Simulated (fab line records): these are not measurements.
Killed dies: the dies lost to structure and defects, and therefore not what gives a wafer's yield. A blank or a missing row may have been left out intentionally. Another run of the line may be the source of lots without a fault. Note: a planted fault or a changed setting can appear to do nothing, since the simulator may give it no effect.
A struck lot beside a sound one || flow n5-finfet || 16 steps out of a route of 1938
Sound: wafers L376.1, L376.2, L376.6. The struck wafers were L389.2, L389.3, L389.4. The cause is named last.
Per side, at each step with rows, come the tool, then ch with its chambers, and then its first start. Under that, the readings that differ: sound wafers || struck wafers || difference of the means || sigmas: that difference in standard deviations of wafers without a fault.
alike: same words and numbers on both sides, and readings whose means sit less than 2 such deviations apart. not compared: any withheld reading, any reading some wafer has no value for, any bound like >300 that may hide the same value, and any number with overlapping values for which the record gives no deviation.
A row with sigmas, a row that says differs or no value, or rows on one side alone: a step with any of these is where the two part. When numbers do not overlap yet have no deviation, they are printed without sigmas and do not part them. A reading missing from all wafers of one side parts the sides only when that side holds two or more wafers.

first, 3 steps without rows for these wafers: N5_BEOL_M3_SRD_40 (time 30 s); N5_BEOL_M3_PRECLEAN_42 (cleans in residue remover, time 60 s); N5_BEOL_M3_SRD_43 (time 30 s).
N5_BEOL_M3_CD_MEAS_35: target cd 18 nm, target cd y 21 nm.
  sound: cd-sem-01 at day 9 15:31; struck: cd-sem-02 at day 12 08:46
  alike: cd-nm
N5_BEOL_M3_DEGAS_44: time 60 s.
  sound: pvd-sputter-02 at day 9 15:57; struck: pvd-sputter-02 at day 12 09:08
  alike: heater-power-w
then, 1 step without rows for these wafers: N5_BEOL_M3_PRE_CLEAN_45 (time 30 s).
N5_BEOL_M3_ALD_84: deposits TaN, pulse time 2 s, purge time 3 s, co reactant purge time 2 s.
  sound on ald-metal-01 ch 0,1,3, day 9 16:03; struck on ald-metal-02 ch 1,2,3, day 12 09:14
  alike: heater-power-w
then, 3 steps without rows for these wafers: N5_BEOL_M3_SURFACE_TREAT_85; N5_BEOL_M3_CVD_47 (deposits Co from CCTBA/H2, target thk 3 nm, time 223.8 s); N5_BEOL_M3_SPUTTER_48 (material Cu, target thk 4.5 nm, time 8.29 s).
N5_BEOL_M3_ANNEAL_49: time 240 s.
  sound: pvd-sputter-02 at day 9 16:46; struck: pvd-sputter-03 at day 12 10:10
  alike: heater-power-w, susceptor-temp-C
N5_BEOL_M3_SPUTTER_79: material Cu, target thk 4.5 nm, time 8.29 s.
  sound: pvd-sputter-02 at day 9 16:55; struck: pvd-sputter-03 at day 12 10:18
{"reading": "throttle-valve-pct (%)", "sound": "28.1 29.4 28.0", "struck": "31.3 31.5 29.6", "difference": "+2.3", "sigmas": "+2"}
  alike: chamber-pressure-pa
N5_BEOL_M3_ANNEAL_80: time 240 s.
  sound: pvd-sputter-02 at day 9 16:59; struck: pvd-sputter-03 at day 12 10:23
  no value came back on the struck wafers for heater-power-w (W), susceptor-temp-C (C); on the sound wafers heater-power-w (W) reads 984 773 1012
N5_BEOL_M3_SPUTTER_81: material Cu, target thk 4.5 nm, time 8.29 s.
  sound: pvd-sputter-02 at day 9 17:08; struck: pvd-sputter-03 at day 12 10:31
{"reading": "throttle-valve-pct (%)", "sound": "28.1 29.6 28.2", "struck": "31.2 31.5 29.3", "difference": "+2.0", "sigmas": "+2"}
  alike: chamber-pressure-pa
N5_BEOL_M4_RC_MEAS_101:
  sound on prober-02 ch 0, day 10 08:08; struck on prober-01 ch 0, day 13 12:42
  alike: DIBL_N, DIBL_P, IOFF_N, IOFF_P, ION_N, ION_P, SS_N, SS_P, VT_N, VT_P
next, for these wafers, 1 step has no rows: N5_PASSIVATION_PROBE_49.

== WHERE THEY PART ==
Last at N5_BEOL_M3_SPUTTER_81 as far as this record goes, first at N5_BEOL_M3_SPUTTER_79. Later steps at which nothing parts them and some readings are alike: N5_BEOL_M4_RC_MEAS_101.

WHY: the cause the simulator had injected
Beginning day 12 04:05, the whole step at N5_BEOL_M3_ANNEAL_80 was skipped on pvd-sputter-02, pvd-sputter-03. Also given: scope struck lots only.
